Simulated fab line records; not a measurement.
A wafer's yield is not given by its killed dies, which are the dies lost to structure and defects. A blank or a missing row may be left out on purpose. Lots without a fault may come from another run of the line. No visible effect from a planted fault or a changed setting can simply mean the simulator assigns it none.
Lot-split experiment ; flow n5-finfet ; 21 wafers read across 7 lots, on a route 1938 steps long

## ABOUT THE SPLIT
At N5_BEOL_M5_COAT_22 (resist thk 30 nm), the setting spin-rpm was moved away from the recipe's 1500 rpm on 5 of the 21 wafers read, by -8.3% to +10.3%. This setting was run at the recipe's value on the other wafers.

## FROM THE SPLIT TO THE READING: what the file shows between them, 4 steps
- N5_BEOL_M5_EBR_24
- N5_BEOL_M5_SOFTBAKE_23: time 60 s
- N5_BEOL_M5_DESCUM_33: chemistry O2, time 7 s
- N5_BEOL_M5_ETCH_75: etches underlayer in N2/H2, target depth 6.5 nm, time 5.2 s

## THE READING
CAR-EUV_of_BEOL_M5_COAT_22.thk-nm (the simulator's own value, which no gauge read), in nm, at N5_BEOL_M5_ETCH_67 (etches SiARC in CF4, target depth 15.6 nm, time 26 s). No usual value for it is given in the file. The 16 wafers here that ran the recipe average 11.3 nm, standard deviation 0.17 nm.

wafer;tool, chamber at the split;spin-rpm as run, rpm;against the recipe;CAR-EUV_of_BEOL_M5_COAT_22.thk-nm, nm;against lot-mates on the recipe
L074.3;litho-track-02, 0;1379;-8.1%;12.6;+1.4
L074.5;litho-track-02, 0;1379;-8.1%;12.4;+1.2
L074.6;litho-track-02, 0;1500;recipe;11.2;-
L076.1;litho-track-05, 0;1376;-8.3%;12.4;+1.3
L076.4;litho-track-05, 0;1500;recipe;11;-
L076.6;litho-track-05, 0;1500;recipe;11.2;-
L079.1;litho-track-05, 0;1500;recipe;11.2;-
L079.2;litho-track-05, 0;1500;recipe;11.2;-
L079.6;litho-track-05, 0;1500;recipe;11;-
L082.4;litho-track-05, 0;1500;recipe;11.4;-
L082.5;litho-track-05, 0;1654;+10.3%;9.8;-1.6
L082.6;litho-track-05, 0;1500;recipe;11.4;-
L087.1;litho-track-02, 0;1500;recipe;11.2;-
L087.2;litho-track-02, 0;1381;-7.9%;12.4;+1.1
L087.4;litho-track-02, 0;1500;recipe;11.4;-
L085.4;litho-track-05, 0;1500;recipe;11.2;-
L085.5;litho-track-05, 0;1500;recipe;11.6;-
L085.6;litho-track-05, 0;1500;recipe;11.6;-
L090.2;litho-track-02, 0;1500;recipe;11.2;-
L090.5;litho-track-02, 0;1500;recipe;11.2;-
L090.6;litho-track-02, 0;1500;recipe;11.2;-

FIT RESULTS
A straight line over all 21 wafers: CAR-EUV_of_BEOL_M5_COAT_22.thk-nm changes by -0.145 nm for each +1% of spin-rpm; r = -0.97; the points scatter about the line by 0.16 nm.
The same after taking each lot's own level away (the mean of its wafers on the recipe; 21 wafers): -0.155 nm for each +1%; r = -0.99; scatter 0.11 nm.
On that fit, the largest move of spin-rpm shifts the reading by 1.6 nm.
Measured against the standard deviation above, the lots' own levels, which go from 11.10 to 11.47 nm, span 2.2 times it.
Consequently the slope shifts little with the lot-to-lot level, the two slopes agreeing.
Check: -1.59 nm against its lot-mates is what the line predicts for one of the wafers moved furthest among these (+10.3%) when that wafer is left out of the fit. Against them it came out at -1.6 nm.

## OTHER SPLITS ON THESE WAFERS
Before the reading, these wafers also passed through other splits. Each is held against what the fit with the lots' levels taken away leaves over:
other split on the same wafers;wafers away from the commonest value;r with CAR-EUV_of_BEOL_M5_COAT_22.thk-nm (lot level and that fit taken away)
N5_BEOL_M4_DESCUM_16 time-s;8;-0.51
N5_BEOL_M5_COAT_66 spin-rpm;8;+0.47

## THE WHOLE CHAIN: every reading that the file lists as answering this split, in the file's order
step;what it does;reading;change (the file's fit);r (the file's)
N5_BEOL_M5_COAT_22;resist thk 30 nm;CAR-EUV_of_BEOL_M5_COAT_22.thk-nm (the simulator's own value, which no gauge read);-0.142 nm for each +1% of the setting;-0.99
N5_BEOL_M5_ETCH_67;etches SiARC in CF4, target depth 15.6 nm, time 26 s;CAR-EUV_of_BEOL_M5_COAT_22.thk-nm (the simulator's own value, which no gauge read);-0.154 nm for each +1% of the setting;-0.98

## FILE'S OWN FIT
CAR-EUV_of_BEOL_M5_COAT_22.thk-nm changes by -0.154 nm for each +1% of spin-rpm, r = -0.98.
